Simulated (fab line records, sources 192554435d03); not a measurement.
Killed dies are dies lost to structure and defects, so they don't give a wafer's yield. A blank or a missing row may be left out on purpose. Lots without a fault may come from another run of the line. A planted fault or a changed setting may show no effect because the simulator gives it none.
Which tool did it? | flow n5_finfet | 11 lots, 33 wafers sampled, at 3 steps of a route of 1938

WHAT THE GAUGES READ, wafer by wafer
N5_BEOL_M8_THK_MEAS_53: measures by xrf.
lot  | measured     | on            | M8_THK (nm)
L075 | day 10 03:23 | film_metro-01 | 80.2 77.9 80.0
L077 | day 10 13:35 | film_metro-02 | 79.3 78.5 79.8
L079 | day 11 06:29 | film_metro-01 | 79.7 75.8 79.2
L081 | day 11 18:07 | film_metro-01 | 78.4 80.4 78.4
L083 | day 11 19:33 | film_metro-01 | 82.6 77.3 78.0
L085 | day 12 17:30 | film_metro-01 | 76.7 75.5 79.1
L089 | day 13 09:20 | film_metro-01 | 78.8 79.9 77.1
L090 | day 14 03:51 | film_metro-02 | 79.5 81.6 79.2
L092 | day 14 12:10 | film_metro-01 | 75.7 76.5 77.7
L093 | day 14 23:11 | film_metro-01 | 78.5 75.9 78.2
L095 | day 15 02:00 | film_metro-02 | 74.2 82.2 77.4

WHICH TOOL RAN EACH LOT (tool, then ch and the chambers of the sampled wafers, then the start)
lot  | N5_BEOL_M8_STRIP_19                | N5_BEOL_M8_VIA_ETCH_34
L075 | rie_diel-03 ch 0,1,2, day 9 21:50  | rie_diel-04 ch 0,1,2, day 9 22:47
L077 | rie_diel-02 ch 1,3, day 10 08:41   | rie_diel-03 ch 0,1,3, day 10 10:52
L079 | rie_diel-03 ch 1,2, day 11 01:51   | rie_diel-02 ch 0,1, day 11 02:32
L081 | rie_diel-02 ch 0,2,3, day 11 11:40 | rie_diel-02 ch 0,1,3, day 11 13:52
L083 | rie_diel-03 ch 0,2,3, day 11 15:36 | rie_diel-02 ch 0,2, day 11 16:50
L085 | rie_diel-04 ch 0,1, day 12 12:39   | rie_diel-02 ch 0,2,3, day 12 13:32
L089 | rie_diel-03 ch 0,2,3, day 13 05:26 | rie_diel-02 ch 0,2,3, day 13 06:22
L090 | rie_diel-03 ch 1,3, day 13 18:57   | rie_diel-04 ch 1,2, day 13 22:08
L092 | rie_diel-04 ch 0,2,3, day 14 06:13 | rie_diel-02 ch 0,2,3, day 14 08:13
L093 | rie_diel-02 ch 1,3, day 14 16:01   | rie_diel-04 ch 0,1,2, day 14 17:05
L095 | rie_diel-02 ch 0,1,3, day 14 21:20 | rie_diel-02 ch 1,2, day 14 23:03
- N5_BEOL_M8_STRIP_19: strips in O2.
- N5_BEOL_M8_VIA_ETCH_34: etches SiCOH lowk in C4F6/O2, target depth 125.5 nm, time 50.5 s.

THE ANSWER, worked out from the rows above alone
Rule: what is usual is taken from the lots themselves. Put in order of their means at a reading, lots are off if they are a third of the lots or fewer, leave a main group of 4 or more, and stand apart from it by a gap of 3 or more times the standard deviation of the main group's means; of several such gaps the widest counts. A main group whose means are all the same, to the digits that the tables above print for the reading, isn't used. A lot without any number at a reading at which 4 lots or more have one is off too. The other lots that the step has rows for count as sound.
No lot is off at any reading shown: from this, nothing can be told.

WHAT THE SIMULATOR HAD PUT IN
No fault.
